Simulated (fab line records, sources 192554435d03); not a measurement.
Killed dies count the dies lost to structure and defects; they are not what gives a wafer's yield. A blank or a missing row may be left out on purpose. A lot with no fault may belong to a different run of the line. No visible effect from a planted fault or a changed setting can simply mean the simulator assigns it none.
Matching of chambers :: flow n5Finfet :: 3 sister chambers for N5_ZERO_LAYER_PECVD_02 on pecvd-03
The step deposits SiO2 from SiH4/N2O, target thk 10 nm, time 6 s. 16 wafers are shown with their chamber, then 8 later ones without.

## WAFERS, EACH WITH ITS CHAMBER
wafer: L078.4
chamber: 0
showerheadPlenumPTorr (Torr): 8.14
showerheadVppV (V): 1088
heaterPowerW (W): 807

wafer: L078.5
chamber: 2
showerheadPlenumPTorr (Torr): 8.08
showerheadVppV (V): 1068
heaterPowerW (W): 808

wafer: L078.6
chamber: 1
showerheadPlenumPTorr (Torr): 7.89
showerheadVppV (V): 1050
heaterPowerW (W): 734

wafer: L079.1
chamber: 0
showerheadPlenumPTorr (Torr): 8.13
showerheadVppV (V): 1071
heaterPowerW (W): 817

wafer: L079.3
chamber: 2
showerheadPlenumPTorr (Torr): 8.10
showerheadVppV (V): 1062
heaterPowerW (W): 695

wafer: L079.4
chamber: 1
showerheadPlenumPTorr (Torr): 7.88
showerheadVppV (V): 1057
heaterPowerW (W): 777

wafer: L082.1
chamber: 1
showerheadPlenumPTorr (Torr): 7.87
showerheadVppV (V): 1047
heaterPowerW (W): 754

wafer: L082.3
chamber: 2
showerheadPlenumPTorr (Torr): 8.10
showerheadVppV (V): 1073
heaterPowerW (W): 839

wafer: L082.6
chamber: 0
showerheadPlenumPTorr (Torr): 8.12
showerheadVppV (V): 1053
heaterPowerW (W): 751

wafer: L083.2
chamber: 0
showerheadPlenumPTorr (Torr): 8.14
showerheadVppV (V): 1066
heaterPowerW (W): 790

wafer: L083.3
chamber: 2
showerheadPlenumPTorr (Torr): 8.09
showerheadVppV (V): 1049
heaterPowerW (W): 772

wafer: L083.4
chamber: 0
showerheadPlenumPTorr (Torr): 8.16
showerheadVppV (V): 1078
heaterPowerW (W): 788

wafer: L085.1
chamber: 2
showerheadPlenumPTorr (Torr): 8.08
showerheadVppV (V): 1042
heaterPowerW (W): 705

wafer: L085.2
chamber: 0
showerheadPlenumPTorr (Torr): 8.14
showerheadVppV (V): 1064
heaterPowerW (W): 799

wafer: L085.6
chamber: 1
showerheadPlenumPTorr (Torr): 7.88
showerheadVppV (V): 1047
heaterPowerW (W): 793

wafer: L087.2
chamber: 1
showerheadPlenumPTorr (Torr): 7.88
showerheadVppV (V): 1043
heaterPowerW (W): 809

SIGNATURES (means of the wafers above)
reading: showerheadPlenumPTorr
chamber 0: 8.1383
chamber 1: 7.8800
chamber 2: 8.0900
scatter within a chamber: 0.0107

reading: showerheadVppV
chamber 0: 1070.00
chamber 1: 1048.80
chamber 2: 1058.80
scatter within a chamber: 10.8

reading: heaterPowerW
chamber 0: 792.00
chamber 1: 773.40
chamber 2: 763.80
scatter within a chamber: 41.2
Rule: for a wafer and a chamber, the distance is found by dividing, reading by reading, the gap between the wafer's reading and the chamber's mean by the reading's scatter, squaring, summing and taking the root. The wafer belongs to the nearest chamber; if the next one is less than 2 further off, it can't be placed. The scatter is the square root of a quotient: the sum, over the shown wafers, of each reading's squared deviation from its chamber's mean, divided by wafers minus chambers.

## WAFERS WHOSE CHAMBER IS MISSING
wafer: L087.4
showerheadPlenumPTorr (Torr): 8.07
showerheadVppV (V): 1068
heaterPowerW (W): 741

wafer: L087.6
showerheadPlenumPTorr (Torr): 7.88
showerheadVppV (V): 1046
heaterPowerW (W): 802

wafer: L090.3
showerheadPlenumPTorr (Torr): 8.09
showerheadVppV (V): 1055
heaterPowerW (W): 736

wafer: L090.5
showerheadPlenumPTorr (Torr): 7.87
showerheadVppV (V): 1045
heaterPowerW (W): 709

wafer: L090.6
showerheadPlenumPTorr (Torr): 8.14
showerheadVppV (V): 1075
heaterPowerW (W): 810

wafer: L093.1
showerheadPlenumPTorr (Torr): 7.88
showerheadVppV (V): 1019
heaterPowerW (W): 720

wafer: L093.4
showerheadPlenumPTorr (Torr): 8.08
showerheadVppV (V): 1059
heaterPowerW (W): 710

wafer: L093.5
showerheadPlenumPTorr (Torr): 7.88
showerheadVppV (V): 1053
heaterPowerW (W): 712

## CHAMBER TAKEN BY EACH
wafer: L087.4
from the rows above: 2
in truth: 2

wafer: L087.6
from the rows above: 1
in truth: 1

wafer: L090.3
from the rows above: 2
in truth: 2

wafer: L090.5
from the rows above: 1
in truth: 1

wafer: L090.6
from the rows above: 0
in truth: 0

wafer: L093.1
from the rows above: 1
in truth: 1

wafer: L093.4
from the rows above: 2
in truth: 2

wafer: L093.5
from the rows above: 1
in truth: 1
Correct placement for 8 of the 8. Not placeable from these rows: 0. Wrongly placed: 0.
